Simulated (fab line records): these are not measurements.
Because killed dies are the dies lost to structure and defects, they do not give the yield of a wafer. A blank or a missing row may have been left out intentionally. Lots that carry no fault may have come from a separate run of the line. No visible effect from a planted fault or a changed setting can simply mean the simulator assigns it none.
Which tool is to blame? -- flow nandHarc -- 12 lots, 36 wafers sampled, at 5 steps of a route of 1159

WHAT THE GAUGES SHOWED, per wafer
NHARC_END_SORT_01. Usual: defectLimitedYield 95.4 %, standard deviation 1.5; killedAtArray 26, standard deviation 9.6; killedAtOther 0.7, standard deviation 0.92; killedAtPeriphery 3.8, standard deviation 2.7; killedDies 31, standard deviation 10; killedOpen 3.3, standard deviation 1.7; killedShort 1.8, standard deviation 1.3; sort_bin_2_pct 1.4 %, standard deviation 0.62; sort_bin_3_pct 0.23 %, standard deviation 0.21; sort_bin_4_pct 2.9 %, standard deviation 0.95; sortNPass 646, standard deviation 10; sortRimYieldPct 94 %, standard deviation 3.2; sortYieldPct 95.4 %, standard deviation 1.5.
lot,measured,on,defectLimitedYield (%),killedAtArray,killedAtOther,killedAtPeriphery,killedDies,killedOpen,killedShort,sort_bin_2_pct (%),sort_bin_3_pct (%),sort_bin_4_pct (%),sortNPass,sortRimYieldPct (%),sortYieldPct (%),flag
L526,day 19 12:09,prober-01,94.2 95.6 95.3,32 24 25,0 1 0,7 5 7,39 30 32,5 3 6,3 2 2,1.8 1.2 1.2,0.30 0.15 0.44,3.7 3.1 3.1,638 647 645,91 89 93,94.2 95.6 95.3,
L545,day 24 10:29,prober-01,0 0 0,43 42 55,633 631 620,1 4 2,677 677 677,1 3 3,4 0 1,96.9 95.1 93.5,0.44 0.15 0.59,2.7 4.7 5.9,0 0 0,0 0 0,0 0 0,OFF
L544,day 24 17:32,prober-01,0 0 0,25 30 28,650 647 646,2 0 3,677 677 677,2 5 1,1 3 2,97.3 96.8 96.9,0 0.30 0,2.7 3.0 3.1,0 0 0,0 0 0,0 0 0,OFF

WHAT TOOL EACH LOT RAN ON (gives the tool, then ch and the chambers of the sampled wafers, and finally the start)
lot,NHARC_A_BONDPAD_PRE_CLEAN_26,NHARC_THIN_TSV_ETCH_44,NHARC_THIN_TSV_STRIP_62,NHARC_THIN_TSV_ANNEAL_52
L526,"pvdSputter-02, day 18 17:09 or earlier","rieDiel-10 ch 0,1, day 18 17:09","plasmaAsher-02 ch 0,1, day 18 19:53","rtpAnneal-02 ch 0, day 18 21:16"
L529,"pvdSputter-03, day 19 10:17 or earlier","rieDiel-03 ch 0,1,3, day 19 10:17","plasmaAsher-01 ch 0,1, day 19 12:50","rtpAnneal-02 ch 0, day 19 14:13"
L531,"pvdSputter-01, day 20 08:23 or earlier","rieDiel-03 ch 0,2,3, day 20 08:23","plasmaAsher-01 ch 0,1, day 20 10:56","rtpAnneal-02 ch 0, day 20 12:33"
L532,"pvdSputter-01, day 20 07:05 or earlier","rieDiel-12 ch 0,1, day 20 07:05","plasmaAsher-01 ch 0,1, day 20 09:30","rtpAnneal-01 ch 0, day 20 10:52"
L533,"pvdSputter-03, day 20 16:39 or earlier","rieDiel-12 ch 0,1, day 20 16:39","plasmaAsher-02 ch 0,1, day 20 19:19","rtpAnneal-02 ch 0, day 20 20:40"
L534,"pvdSputter-01, day 20 15:19 or earlier","rieDiel-10 ch 0,1,2, day 20 15:19","plasmaAsher-01 ch 0,1, day 20 18:03","rtpAnneal-02 ch 0, day 20 19:25"
L535,"pvdSputter-01, day 20 17:54 or earlier","rieDiel-03 ch 0,3, day 20 17:54","plasmaAsher-01 ch 0,1, day 20 20:16","rtpAnneal-01 ch 0, day 20 21:55"
L536,"pvdSputter-01, day 22 03:01 or earlier","rieDiel-03 ch 0,3, day 22 03:01","plasmaAsher-01 ch 0,1, day 22 05:43","rtpAnneal-02 ch 0, day 22 07:07"
L540,"pvdSputter-03, day 22 14:55 or earlier","rieDiel-03 ch 2,3, day 22 14:55","plasmaAsher-01 ch 0,1, day 22 17:19","rtpAnneal-01 ch 0, day 22 18:44"
L545,"pvdSputter-03, day 23 19:37 or earlier","rieDiel-03 ch 0,1, day 23 19:37","plasmaAsher-02 ch 0,1, day 23 22:01","rtpAnneal-01 ch 0, day 23 23:25"
L546,"pvdSputter-01, day 23 18:10 or earlier","rieDiel-10 ch 0,2,3, day 23 18:10","plasmaAsher-01 ch 0,1, day 23 20:39","rtpAnneal-01 ch 0, day 23 21:59"
L544,"pvdSputter-01, day 24 01:38 or earlier","rieDiel-03 ch 0,1,2, day 24 01:38","plasmaAsher-02 ch 0,1, day 24 04:00","rtpAnneal-01 ch 0, day 24 05:23"
- NHARC_A_BONDPAD_PRE_CLEAN_26: time 30 s.
- NHARC_THIN_TSV_ETCH_44: etches the open film in CF4/O2, target depth 1594.2 nm, time 797.1 s.
- NHARC_THIN_TSV_STRIP_62: strips in N2/H2, time 20 s.
- NHARC_THIN_TSV_ANNEAL_52: time 90 s.

WHAT THE TOOLS THEMSELVES READ (means of the sampled wafers that have a number; where no wafer has one, the mark that the record gives instead)
NHARC_A_BONDPAD_PRE_CLEAN_26. Usual: heaterPowerW reads 420 W (standard deviation 51).
lot,tool,heaterPowerW (W),flag
L526,pvdSputter-02,512,
L529,pvdSputter-03,380,
L531,pvdSputter-01,418,
L532,pvdSputter-01,399,
L533,pvdSputter-03,397,
L534,pvdSputter-01,374,
L535,pvdSputter-01,382,
L536,pvdSputter-01,379,
L540,pvdSputter-03,383,
L545,pvdSputter-03,389,
L546,pvdSputter-01,409,
L544,pvdSputter-01,393,

NHARC_THIN_TSV_ETCH_44. Usual: biasW 800.0 W, standard deviation 2.2; cf4FlowSccm 150.0 sccm, standard deviation 0.45; drypumpMotorCurrentA 5.6 A, standard deviation 0.5; oesProductAu 0.999 a.u., standard deviation 0.0062; rfVppV 794 V, standard deviation 6.1; showerheadPlenumPTorr 1.83 Torr, standard deviation 0.094; throttleValvePct 16.914 %, standard deviation 0.009.
lot,tool,biasW (W),cf4FlowSccm (sccm),drypumpMotorCurrentA (A),oesProductAu (a.u.),rfVppV (V),showerheadPlenumPTorr (Torr),throttleValvePct (%),flag
L526,rieDiel-10,802.3,149.7,5.6,0.996,792,1.80,16.910,
L529,rieDiel-03,799.8,150.2,5.3,1.002,795,1.83,16.910,
L531,rieDiel-03,799.9,149.8,5.2,1.000,794,1.82,16.908,
L532,rieDiel-12,800.4,149.6,6.3,0.993,793,1.81,16.920,
L533,rieDiel-12,800.1,150.0,6.3,1.003,793,1.81,16.915,
L534,rieDiel-10,800.5,149.7,6.0,0.994,797,1.87,16.915,
L535,rieDiel-03,802.8,150.4,5.3,1.002,795,1.84,16.906,
L536,rieDiel-03,800.6,150.0,5.3,1.006,800,1.90,16.913,
L540,rieDiel-03,797.7,149.8,5.1,1.001,792,1.80,16.907,
L545,rieDiel-03,-,-,-,-,-,-,-,OFF
L546,rieDiel-10,800.7,149.5,6.0,1.000,799,1.92,16.920,
L544,rieDiel-03,-,-,-,-,-,-,-,OFF

NHARC_THIN_TSV_STRIP_62. Usual: drypumpMotorCurrentA 5.8 A, standard deviation 0.48; heaterPowerW 304 W, standard deviation 24; rfReflPowerW 23 W, standard deviation 5.5.
lot,tool,drypumpMotorCurrentA (A),heaterPowerW (W),rfReflPowerW (W),flag
L526,plasmaAsher-02,5.9,314,19,
L529,plasmaAsher-01,5.5,296,27,
L531,plasmaAsher-01,5.8,295,23,
L532,plasmaAsher-01,5.9,288,24,
L533,plasmaAsher-02,5.9,319,19,
L534,plasmaAsher-01,5.5,294,-,OFF
L535,plasmaAsher-01,5.9,288,-,OFF
L536,plasmaAsher-01,5.5,292,27,
L540,plasmaAsher-01,5.6,293,27,
L545,plasmaAsher-02,5.9,317,19,
L546,plasmaAsher-01,5.9,295,23,
L544,plasmaAsher-02,6.0,332,17,

NHARC_THIN_TSV_ANNEAL_52. Usual: wafer_temp_C_max reads 226.1 (standard deviation 0.37).
lot,tool,wafer_temp_C_max,flag
L526,rtpAnneal-02,226.0,
L529,rtpAnneal-02,225.6,
L531,rtpAnneal-02,225.9,
L532,rtpAnneal-01,226.4,
L533,rtpAnneal-02,226.1,
L534,rtpAnneal-02,225.7,
L535,rtpAnneal-01,226.6,
L536,rtpAnneal-02,225.7,
L540,rtpAnneal-01,226.4,
L545,rtpAnneal-01,226.3,
L546,rtpAnneal-01,226.1,
L544,rtpAnneal-01,226.8,

THE ANSWER, worked out from the rows above alone
Rule: lot off if the mean of its wafers having a number is beyond 3 standard deviations from the usual mean. Also off: a lot with no number at a reading for which 4 or more lots have one. Any other lot the step has rows for is counted as sound. After the gauges, taken in route order, come the tools' own readings; for these a lot's mean is taken, as printed above. At the first step where some lot is off, the reading lying furthest off is the one used; lots without a number count as furthest.
Off: L545, L544 (NHARC_END_SORT_01, killedAtOther). Neither off nor sound, because the step has no rows for them: L529, L531, L532, L533, L534, L535, L536, L540, L546.
If a tool, at a process step before that reading, ran all the lots that are off and no sound lot after the first of them, it fits. The gauges at NHARC_END_SORT_01 aren't tried: what is off there is off at NHARC_THIN_TSV_ETCH_44 too, on other tools, and a gauge's error can't cause that. NHARC_A_BONDPAD_PRE_CLEAN_26: start missing for some lots; hours and lot order therefore follow NHARC_THIN_TSV_ETCH_44. Can't be told from this: 3 tools fit, rieDiel-03 at NHARC_THIN_TSV_ETCH_44, plasmaAsher-02 at NHARC_THIN_TSV_STRIP_62, rtpAnneal-01 at NHARC_THIN_TSV_ANNEAL_52.

WHAT THE SIMULATOR HAD INSERTED
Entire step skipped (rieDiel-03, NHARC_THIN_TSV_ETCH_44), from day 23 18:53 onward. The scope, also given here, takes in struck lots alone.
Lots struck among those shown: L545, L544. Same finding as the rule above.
